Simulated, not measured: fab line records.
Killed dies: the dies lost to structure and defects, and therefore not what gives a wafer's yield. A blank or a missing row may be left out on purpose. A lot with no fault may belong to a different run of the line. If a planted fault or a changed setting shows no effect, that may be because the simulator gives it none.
fab line records ; flow n5_finfet ; part 1 of 2: steps 1 to 4 of 6
record lots=22; wafers=66; last_day=17
route steps=1938 shown BEOL_M8@1394 BEOL_M9@1403
lots with no fault: from the same line, run without faults
start_h: hours from the record's first day to the start of the lot's first wafer shown ; wait_h: hours since the lot's step before ; " the same as in the row above ; L1.1+2: several wafers, shown together as one row ; - no value present, or no start provided ; * or withheld: withheld ; < > ~ a bound
route shown NAME@n: names a module that has steps shown in the file, with the first one's number in the route ; usual: mean/standard deviation of fault-free wafers ; same: alike in all rows ; chamber/n: place in a boat ; sites: the reading at each site ; _std_site: standard deviation of those values ; _edge_site: mean of outer sites minus mean of inner sites ; radius_mm: how far each site lies from the wafer's centre ; mask NAME#n: copy n ; behind: tool/chamber where the wafer was last shaped ; hold: why the lot was held/for how many hours/how that ended ; device: transistor that didn't switch, given as n, p or np ; end of line: the route-end tests of the same wafers ; for a step that has no rows: nothing shown but its recipe ; killed: dies that structure and defects cost at the first sort, which is not the same as the wafer's yield ; map: a wafer's dies, marking killed ones x, the rest . and places with no die _
set.NAME: the setting as run; set.NAME@STEP: as run at that earlier step ; model.NAME: the simulator's own value behind a step, which no gauge read
the route's steps for a sample of lots (tables are steps, rows are wafers)
services: a tool's chamber out of use, with start hour (start_h, from the record's first day; less than 0 if before it), hours out, and reason
## steps
# step N5_BEOL_M8_ANNEAL_51
# recipe temp_c=225; time_s=90; ambient=N2
# usual wafer_temp_C_max=226.1/0.42
lot.wafer;tool;chamber;start_h;wait_h;wafer_temp_C_max
L076.1;rtp_anneal-02;0;204.58;0.1;225.6
L076.3;rtp_anneal-02;0;204.58;0.1;225.5
L076.5;rtp_anneal-02;0;204.58;0.1;226.1
L075.1;rtp_anneal-02;0;218.11;0.1;225.8
L075.3;rtp_anneal-02;0;218.11;0.1;225.6
L075.5;rtp_anneal-02;0;218.11;0.1;225.9
L077.1;rtp_anneal-01;0;235.46;0.1;226.5
L077.3;rtp_anneal-01;0;235.46;0.1;226.3
L077.6;rtp_anneal-01;0;235.46;0.1;226.5
L081.2;rtp_anneal-01;0;241.50;0.1;226.2
L081.3;rtp_anneal-01;0;241.50;0.1;226.2
L081.5;rtp_anneal-01;0;241.50;0.1;227.0
L079.1;rtp_anneal-01;0;244.39;0.1;226.4
L079.3;rtp_anneal-01;0;244.39;0.1;226.2
L079.6;rtp_anneal-01;0;244.39;0.1;226.2
L080.1;rtp_anneal-01;0;245.11;0.4;225.8
L080.3;rtp_anneal-01;0;245.11;0.4;226.5
L080.5;rtp_anneal-01;0;245.11;0.4;226.3
L082.1;rtp_anneal-01;0;257.36;0.2;226.3
L082.2;rtp_anneal-01;0;257.36;0.2;226.1
L082.3;rtp_anneal-01;0;257.36;0.2;226.5
L084.2;rtp_anneal-01;0;268.70;1.8;226.6
L084.3;rtp_anneal-01;0;268.70;1.8;226.5
L084.5;rtp_anneal-01;0;268.70;1.8;226.7
L083.2;rtp_anneal-02;0;270.18;0.9;226.2
L083.4;rtp_anneal-02;0;270.18;0.9;226.1
L083.5;rtp_anneal-02;0;270.18;0.9;225.9
L085.3;rtp_anneal-01;0;273.25;0.1;225.9
L085.4;rtp_anneal-01;0;273.25;0.1;226.0
L085.6;rtp_anneal-01;0;273.25;0.1;225.8
L086.1;rtp_anneal-01;0;276.37;0.1;226.3
L086.3;rtp_anneal-01;0;276.37;0.1;226.0
L086.4;rtp_anneal-01;0;276.37;0.1;225.8
L087.1;rtp_anneal-02;0;284.62;0.1;225.6
L087.3;rtp_anneal-02;0;284.62;0.1;225.6
L087.6;rtp_anneal-02;0;284.62;0.1;225.5
L089.4;rtp_anneal-01;0;288.44;0.2;226.7
L089.5;rtp_anneal-01;0;288.44;0.2;226.3
L089.6;rtp_anneal-01;0;288.44;0.2;226.7
L088.1;rtp_anneal-01;0;288.92;0.1;226.8
L088.3;rtp_anneal-01;0;288.92;0.1;225.9
L088.5;rtp_anneal-01;0;288.92;0.1;226.7
L090.1;rtp_anneal-02;0;290.86;0.5;225.4
L090.2;rtp_anneal-02;0;290.86;0.5;225.6
L090.5;rtp_anneal-02;0;290.86;0.5;225.8
L091.2;rtp_anneal-01;0;298.78;0.4;226.2
L091.3;rtp_anneal-01;0;298.78;0.4;226.4
L091.4;rtp_anneal-01;0;298.78;0.4;226.6
L093.2;rtp_anneal-02;0;320.75;0.3;225.9
L093.4;rtp_anneal-02;0;320.75;0.3;225.6
L093.5;rtp_anneal-02;0;320.75;0.3;225.2
L092.2;rtp_anneal-02;0;321.29;0.4;225.9
L092.5;rtp_anneal-02;0;321.29;0.4;225.7
L092.6;rtp_anneal-02;0;321.29;0.4;225.8
L095.1;rtp_anneal-01;0;331.29;0.1;226.6
L095.3;rtp_anneal-01;0;331.29;0.1;226.3
L095.4;rtp_anneal-01;0;331.29;0.1;226.6
L094.1;rtp_anneal-01;0;331.81;0.1;226.3
L094.4;rtp_anneal-01;0;331.81;0.1;226.7
L094.6;rtp_anneal-01;0;331.81;0.1;226.1
L096.1;rtp_anneal-02;0;336.77;0.1;226.1
L096.3;rtp_anneal-02;0;336.77;0.1;225.4
L096.4;rtp_anneal-02;0;336.77;0.1;225.6
L097.2;rtp_anneal-01;0;337.99;0.5;226.1
L097.5;rtp_anneal-01;0;337.99;0.5;226.2
L097.6;rtp_anneal-01;0;337.99;0.5;225.9
# step N5_BEOL_M9_THK_MEAS_01
# recipe reads=SiCOH_lowk_of_BEOL_M9_ILD_DEP_00
# usual M9_ILD_THK=268/3.5
lot.wafer;tool;chamber;start_h;wait_h;M9_ILD_THK[nm]
L076.1;film_metro-02;-;205.99;0.4;265
L076.3;film_metro-02;-;205.99;0.4;261
L076.5;film_metro-02;-;205.99;0.4;267
L075.1;film_metro-01;-;220.97;1.6;270
L075.3;film_metro-01;-;220.97;1.6;268
L075.5;film_metro-01;-;220.97;1.6;273
L077.1;film_metro-01;-;236.86;0.4;267
L077.3;film_metro-01;-;236.86;0.4;270
L077.6;film_metro-01;-;236.86;0.4;271
L081.2;film_metro-02;-;242.83;0.4;268
L081.3;film_metro-02;-;242.83;0.4;262
L081.5;film_metro-02;-;242.83;0.4;270
L079.1;film_metro-01;-;246.57;0.4;268
L079.3;film_metro-01;-;246.57;0.4;269
L079.6;film_metro-01;-;246.57;0.4;269
L080.1;film_metro-01;-;246.80;0.4;261
L080.3;film_metro-01;-;246.80;0.4;262
L080.5;film_metro-01;-;246.80;0.4;267
L082.1;film_metro-02;-;258.75;0.4;265
L082.2;film_metro-02;-;258.75;0.4;269
L082.3;film_metro-02;-;258.75;0.4;261
L084.2;film_metro-02;-;270.03;0.4;266
L084.3;film_metro-02;-;270.03;0.4;265
L084.5;film_metro-02;-;270.03;0.4;271
L083.2;film_metro-01;-;272.01;0.7;264
L083.4;film_metro-01;-;272.01;0.7;269
L083.5;film_metro-01;-;272.01;0.7;269
L085.3;film_metro-02;-;274.55;0.3;266
L085.4;film_metro-02;-;274.55;0.3;266
L085.6;film_metro-02;-;274.55;0.3;272
L086.1;film_metro-01;-;277.78;0.4;263
L086.3;film_metro-01;-;277.78;0.4;267
L086.4;film_metro-01;-;277.78;0.4;265
L087.1;film_metro-02;-;286.00;0.4;267
L087.3;film_metro-02;-;286.00;0.4;270
L087.6;film_metro-02;-;286.00;0.4;271
L089.4;film_metro-01;-;289.70;0.2;270
L089.5;film_metro-01;-;289.70;0.2;272
L089.6;film_metro-01;-;289.70;0.2;270
L088.1;film_metro-02;-;290.33;0.4;263
L088.3;film_metro-02;-;290.33;0.4;264
L088.5;film_metro-02;-;290.33;0.4;269
L090.1;film_metro-01;-;292.23;0.4;269
L090.2;film_metro-01;-;292.23;0.4;265
L090.5;film_metro-01;-;292.23;0.4;272
L091.2;film_metro-01;-;300.19;0.4;266
L091.3;film_metro-01;-;300.19;0.4;274
L091.4;film_metro-01;-;300.19;0.4;271
L093.2;film_metro-02;-;322.31;0.4;271
L093.4;film_metro-02;-;322.31;0.4;269
L093.5;film_metro-02;-;322.31;0.4;270
L092.2;film_metro-02;-;322.85;0.4;262
L092.5;film_metro-02;-;322.85;0.4;267
L092.6;film_metro-02;-;322.85;0.4;270
L095.1;film_metro-01;-;332.66;0.4;257
L095.3;film_metro-01;-;332.66;0.4;262
L095.4;film_metro-01;-;332.66;0.4;262
L094.1;film_metro-01;-;333.19;0.4;269
L094.4;film_metro-01;-;333.19;0.4;272
L094.6;film_metro-01;-;333.19;0.4;268
L096.1;film_metro-02;-;338.43;0.4;264
L096.3;film_metro-02;-;338.43;0.4;266
L096.4;film_metro-02;-;338.43;0.4;270
L097.2;film_metro-02;-;339.32;0.4;263
L097.5;film_metro-02;-;339.32;0.4;270
L097.6;film_metro-02;-;339.32;0.4;272
# step N5_BEOL_M9_DESCUM_33
# recipe chemistry=O2; time_s=7; source_power_w=50; bias_power_w=20; pressure_mtorr=20; rf_frequency_hz=2.712e+07; temp_c=40; resist=CAR-EUV; o2_flow_sccm=225
# usual drypump_motor_current_A=6.0/0.41; oes_product_au=0.77/0.087; rf_vpp_V=243.5/1.3; showerhead_plenum_p_Torr=2.13/0.066; throttle_valve_pct=20.52/0.29
lot.wafer;tool;chamber;start_h;wait_h;drypump_motor_current_A;oes_product_au;rf_hours_counter_h;rf_vpp_V;showerhead_plenum_p_Torr;throttle_valve_pct
L076.1;rie_diel-03;3;209.23;0.3;6.6;0.88;43;245.9;2.23;20.26
L076.3;rie_diel-03;2;209.23;0.3;6.4;0.73;175;243.3;2.09;20.49
L076.5;rie_diel-03;3;209.23;0.3;6.6;0.88;-;244.8;2.23;20.26
L075.1;rie_diel-01;0;222.83;0.0;5.1;0.72;191;244.5;2.20;20.55
L075.3;rie_diel-01;2;222.83;0.0;5.4;0.84;81;243.5;2.11;20.66
L075.5;rie_diel-01;0;222.83;0.0;5.1;0.73;-;243.0;2.20;20.57
L077.1;rie_diel-02;1;240.56;0.0;5.7;0.70;211;242.1;2.01;20.86
L077.3;rie_diel-02;2;240.56;0.0;6.0;0.73;197;244.4;2.17;20.62
L077.6;rie_diel-02;1;240.56;0.0;5.7;0.69;-;240.6;2.01;20.88
L081.2;rie_diel-03;3;246.03;0.0;6.6;0.86;51;245.0;2.22;20.29
L081.3;rie_diel-03;1;246.03;0.0;5.7;0.72;189;243.6;2.09;20.86
L081.5;rie_diel-03;0;246.03;0.0;6.1;0.74;-;244.9;2.18;20.32
L079.1;rie_diel-03;3;248.79;0.0;6.6;0.86;52;245.3;2.22;20.27
L079.3;rie_diel-03;2;248.79;0.0;6.4;0.72;184;242.5;2.09;20.50
L079.6;rie_diel-03;3;248.79;0.0;6.6;0.84;-;244.6;2.22;20.28
L080.1;rie_diel-03;2;249.90;0.1;6.4;0.72;185;243.1;2.09;20.48
L080.3;rie_diel-03;3;249.90;0.1;6.6;0.85;53;244.2;2.22;20.28
L080.5;rie_diel-03;0;249.90;0.1;6.1;0.74;-;243.6;2.18;20.31
L082.1;rie_diel-02;3;264.49;0.0;5.7;0.67;235;242.7;2.07;21.08
L082.2;rie_diel-02;2;264.49;0.0;6.0;0.72;204;242.9;2.17;20.62
L082.3;rie_diel-02;1;264.49;0.0;5.7;0.70;218;240.9;2.01;20.87
L084.2;rie_diel-03;2;274.00;0.0;6.4;0.71;191;242.2;2.09;20.52
L084.3;rie_diel-03;3;274.00;0.0;6.6;0.86;59;245.7;2.22;20.30
L084.5;rie_diel-03;0;274.00;0.0;6.1;0.72;-;244.5;2.18;20.34
L083.2;rie_diel-02;2;275.35;0.0;6.0;0.72;207;244.9;2.17;20.65
L083.4;rie_diel-02;1;275.35;0.0;5.7;0.70;220;241.0;2.01;20.87
L083.5;rie_diel-02;1;275.35;0.0;5.7;0.70;-;242.0;2.01;20.89
L085.3;rie_diel-03;2;276.59;0.2;6.4;0.70;192;243.0;2.09;20.51
L085.4;rie_diel-03;1;276.59;0.2;5.7;0.71;197;242.5;2.08;20.87
L085.6;rie_diel-03;3;276.59;0.2;6.5;0.85;-;244.8;2.22;20.28
L086.1;rie_diel-02;1;280.95;0.0;5.7;0.69;222;242.0;2.01;20.88
L086.3;rie_diel-02;2;280.95;0.0;6.0;0.72;208;245.1;2.17;20.64
L086.4;rie_diel-02;0;280.95;0.0;5.9;0.91;17;243.1;2.16;20.31
L087.1;rie_diel-01;2;288.25;0.0;5.5;0.80;106;243.2;2.10;20.70
L087.3;rie_diel-01;3;288.25;0.0;6.3;0.99;3;242.7;2.03;19.88
L087.6;rie_diel-01;2;288.25;0.0;5.4;0.80;-;244.1;2.11;20.70
L089.4;rie_diel-01;2;293.81;0.0;5.4;0.80;108;243.5;2.10;20.71
L089.5;rie_diel-01;3;293.81;0.0;6.4;0.97;-;243.2;2.03;19.86
L089.6;rie_diel-01;0;293.81;0.0;5.1;0.70;-;243.8;2.19;20.60
L088.1;rie_diel-03;1;294.41;0.1;5.7;0.71;203;243.2;2.08;20.87
L088.3;rie_diel-03;3;294.41;0.1;6.6;0.83;67;244.5;2.22;20.29
L088.5;rie_diel-03;3;294.41;0.1;6.6;0.84;-;244.6;2.22;20.31
L090.1;rie_diel-01;3;297.78;0.2;6.3;0.97;7;241.4;2.03;19.86
L090.2;rie_diel-01;0;297.78;0.2;5.2;0.69;219;242.7;2.19;20.61
L090.5;rie_diel-01;0;297.78;0.2;5.1;0.70;-;243.9;2.19;20.60
L091.2;rie_diel-02;0;305.83;0.0;5.9;0.89;25;244.7;2.16;20.32
L091.3;rie_diel-02;1;305.83;0.0;5.7;0.69;230;241.2;2.01;20.89
L091.4;rie_diel-02;3;305.83;0.0;5.8;0.67;247;242.3;2.07;21.10
L093.2;rie_diel-02;0;326.83;0.0;5.9;0.89;34;243.9;2.16;20.34
L093.4;rie_diel-02;0;326.83;0.0;5.9;0.89;-;242.5;2.16;20.33
L093.5;rie_diel-02;1;326.83;0.0;5.7;0.68;-;240.0;2.00;20.90
L092.2;rie_diel-03;0;328.99;0.0;6.1;0.72;206;244.9;2.17;20.36
L092.5;rie_diel-03;0;328.99;0.0;6.1;0.72;-;243.9;2.17;20.36
L092.6;rie_diel-03;3;328.99;0.0;6.6;0.83;-;245.7;2.21;20.33
L094.1;rie_diel-03;2;336.15;0.0;6.4;0.70;211;241.4;2.08;20.52
L094.4;rie_diel-03;3;336.15;0.0;6.6;0.83;81;246.8;2.21;20.33
L094.6;rie_diel-03;1;336.15;0.0;5.7;0.71;-;243.6;2.08;20.90
L095.1;rie_diel-03;1;336.57;0.3;5.7;0.71;215;241.4;2.08;20.90
L095.3;rie_diel-03;3;336.57;0.3;6.6;0.82;81;244.6;2.21;20.33
L095.4;rie_diel-03;2;336.57;0.3;6.4;0.70;211;243.4;2.08;20.54
L096.1;rie_diel-03;3;341.90;0.0;6.6;0.82;83;245.8;2.21;20.32
L096.3;rie_diel-03;0;341.90;0.0;6.1;0.73;210;245.1;2.17;20.36
L096.4;rie_diel-03;1;341.90;0.0;5.7;0.71;217;242.3;2.08;20.91
L097.2;rie_diel-01;2;341.98;0.0;5.4;0.79;121;242.0;2.10;20.71
L097.5;rie_diel-01;1;341.98;0.0;5.6;0.86;-;240.9;2.07;20.22
L097.6;rie_diel-01;0;341.98;0.0;5.1;0.69;-;244.3;2.18;20.62
# step N5_BEOL_M9_STRIP_36
# recipe chemistry=N2/H2; power_w=450; temp_c=40; pressure_mtorr=20; rf_frequency_hz=6e+07; overash_fraction=0.3; bias_power_w=7; h2_frac=0.5; n2_flow_sccm=200; h2_flow_sccm=200
# usual drypump_motor_current_A=6.0/0.4; oes_product_au=0.77/0.087; power_w=449.9/1.4; rf_vpp_V=59.3/1.5; showerhead_plenum_p_Torr=2.56/0.083; throttle_valve_pct=23.7/0.45
lot.wafer;tool;chamber;start_h;wait_h;drypump_motor_current_A;oes_product_au;power_w;rf_hours_counter_h;rf_vpp_V;showerhead_plenum_p_Torr;throttle_valve_pct
L076.1;rie_diel-03;3;209.47;0.0;6.6;0.86;448.6;43;60.6;2.69;23.3
L076.3;rie_diel-03;2;209.47;0.0;6.4;0.72;448.0;175;58.8;2.51;23.3
L076.5;rie_diel-03;3;209.47;0.0;6.6;0.85;446.2;-;58.4;2.69;23.4
L075.1;rie_diel-01;0;223.07;0.0;5.1;0.71;449.8;191;61.3;2.63;23.6
L075.3;rie_diel-01;2;223.07;0.0;5.4;0.84;450.1;81;61.9;2.58;24.5
L075.5;rie_diel-01;0;223.07;0.0;5.2;0.71;451.6;-;58.5;2.63;23.6
L077.1;rie_diel-02;1;240.80;0.0;5.7;0.70;447.6;211;59.0;2.40;24.0
L077.3;rie_diel-02;2;240.80;0.0;6.0;0.73;447.0;197;60.5;2.64;24.2
L077.6;rie_diel-02;1;240.80;0.0;5.7;0.71;447.3;-;59.6;2.40;24.0
L081.2;rie_diel-03;3;246.27;0.0;6.6;0.86;448.8;51;61.8;2.68;23.4
L081.3;rie_diel-03;1;246.27;0.0;5.7;0.72;452.0;189;58.4;2.51;24.0
L081.5;rie_diel-03;0;246.27;0.0;6.1;0.74;451.4;-;59.7;2.62;23.1
L079.1;rie_diel-03;3;249.04;0.0;6.6;0.87;448.4;53;60.1;2.68;23.4
L079.3;rie_diel-03;2;249.04;0.0;6.4;0.72;450.6;185;58.1;2.50;23.3
L079.6;rie_diel-03;3;249.04;0.0;6.6;0.85;448.2;-;59.3;2.68;23.4
L080.1;rie_diel-03;2;250.15;0.0;6.4;0.73;451.3;185;59.6;2.50;23.3
L080.3;rie_diel-03;3;250.15;0.0;6.6;0.86;450.3;53;60.5;2.68;23.4
L080.5;rie_diel-03;0;250.15;0.0;6.1;0.74;449.4;-;61.2;2.62;23.1
L082.1;rie_diel-02;3;264.74;0.0;5.8;0.68;449.1;235;58.0;2.49;24.4
L082.2;rie_diel-02;2;264.74;0.0;6.0;0.71;449.3;204;61.2;2.63;24.1
L082.3;rie_diel-02;1;264.74;0.0;5.7;0.70;450.1;218;59.1;2.40;24.0
L084.2;rie_diel-03;2;274.24;0.0;6.4;0.71;449.7;191;62.2;2.50;23.3
L084.3;rie_diel-03;3;274.24;0.0;6.6;0.85;448.6;60;59.5;2.68;23.4
L084.5;rie_diel-03;0;274.24;0.0;6.1;0.73;449.5;-;59.2;2.62;23.1
L083.2;rie_diel-02;2;275.59;0.0;6.0;0.73;450.1;207;61.1;2.63;24.1
L083.4;rie_diel-02;1;275.59;0.0;5.7;0.70;449.7;220;56.8;2.40;24.0
L083.5;rie_diel-02;1;275.59;0.0;5.7;0.70;450.3;-;59.3;2.40;24.0
L085.3;rie_diel-03;2;276.83;0.0;6.4;0.71;450.2;192;59.6;2.50;23.3
L085.4;rie_diel-03;1;276.83;0.0;5.7;0.72;450.4;197;58.2;2.51;24.0
L085.6;rie_diel-03;3;276.83;0.0;6.6;0.85;449.1;-;59.8;2.68;23.4
L086.1;rie_diel-02;1;281.19;0.0;5.7;0.70;448.3;222;60.4;2.40;24.0
L086.3;rie_diel-02;2;281.19;0.0;6.0;0.73;449.8;208;58.1;2.63;24.2
L086.4;rie_diel-02;0;281.19;0.0;6.0;0.92;447.9;17;60.2;2.61;23.5
L087.1;rie_diel-01;2;288.49;0.0;5.4;0.81;452.8;106;59.1;2.57;24.6
L087.3;rie_diel-01;3;288.49;0.0;6.3;0.98;451.9;3;59.9;2.49;23.0
L087.6;rie_diel-01;2;288.49;0.0;5.4;0.81;452.6;-;60.6;2.57;24.6
L089.4;rie_diel-01;2;294.06;0.0;5.4;0.79;451.8;108;63.4;2.57;24.6
L089.5;rie_diel-01;3;294.06;0.0;6.4;0.98;448.5;-;59.6;2.49;23.0
L089.6;rie_diel-01;0;294.06;0.0;5.1;0.69;450.6;-;60.2;2.62;23.7
L088.1;rie_diel-03;1;294.66;0.0;5.7;0.72;449.5;203;59.7;2.50;24.0
L088.3;rie_diel-03;3;294.66;0.0;6.6;0.84;450.9;68;61.5;2.67;23.4
L088.5;rie_diel-03;3;294.66;0.0;6.6;0.86;450.0;-;60.5;2.67;23.4
L090.1;rie_diel-01;3;298.02;0.0;6.4;0.98;450.9;7;59.1;2.49;23.0
L090.2;rie_diel-01;0;298.02;0.0;5.1;0.70;449.5;219;59.8;2.62;23.6
L090.5;rie_diel-01;0;298.02;0.0;5.1;0.71;450.3;-;60.4;2.62;23.7
L091.2;rie_diel-02;0;306.08;0.0;6.0;0.89;447.7;25;59.2;2.61;23.5
L091.3;rie_diel-02;1;306.08;0.0;5.7;0.68;452.5;230;60.0;2.39;24.0
L091.4;rie_diel-02;3;306.08;0.0;5.8;0.66;449.0;248;55.7;2.49;24.5
L093.2;rie_diel-02;0;327.07;0.0;5.9;0.88;449.1;34;59.6;2.61;23.6
L093.4;rie_diel-02;0;327.07;0.0;6.0;0.88;449.5;-;60.4;2.61;23.5
L093.5;rie_diel-02;1;327.07;0.0;5.7;0.68;450.2;-;59.2;2.39;24.0
L092.2;rie_diel-03;0;329.23;0.0;6.1;0.71;450.4;206;57.0;2.61;23.2
L092.5;rie_diel-03;0;329.23;0.0;6.1;0.71;448.6;-;60.1;2.61;23.2
L092.6;rie_diel-03;3;329.23;0.0;6.6;0.82;452.8;-;59.4;2.67;23.4
L094.1;rie_diel-03;2;336.39;0.0;6.4;0.70;448.1;211;60.9;2.49;23.3
L094.4;rie_diel-03;3;336.39;0.0;6.6;0.81;449.6;81;60.7;2.67;23.4
L094.6;rie_diel-03;1;336.39;0.0;5.7;0.71;449.7;-;58.4;2.50;24.1
L095.1;rie_diel-03;1;336.82;0.0;5.7;0.69;448.6;216;59.2;2.50;24.0
L095.3;rie_diel-03;3;336.82;0.0;6.6;0.82;450.6;82;59.6;2.67;23.4
L095.4;rie_diel-03;2;336.82;0.0;6.4;0.68;449.7;211;55.9;2.49;23.3
L096.1;rie_diel-03;3;342.15;0.0;6.5;0.82;448.3;83;58.8;2.67;23.4
L096.3;rie_diel-03;0;342.15;0.0;6.1;0.72;450.2;210;58.3;2.61;23.2
L096.4;rie_diel-03;1;342.15;0.0;5.7;0.71;449.7;217;59.0;2.50;24.1
L097.2;rie_diel-01;2;342.22;0.0;5.4;0.80;450.5;121;60.2;2.57;24.6
L097.5;rie_diel-01;1;342.22;0.0;5.6;0.87;449.8;-;58.4;2.48;23.5
L097.6;rie_diel-01;0;342.22;0.0;5.1;0.69;451.9;-;61.0;2.61;23.7
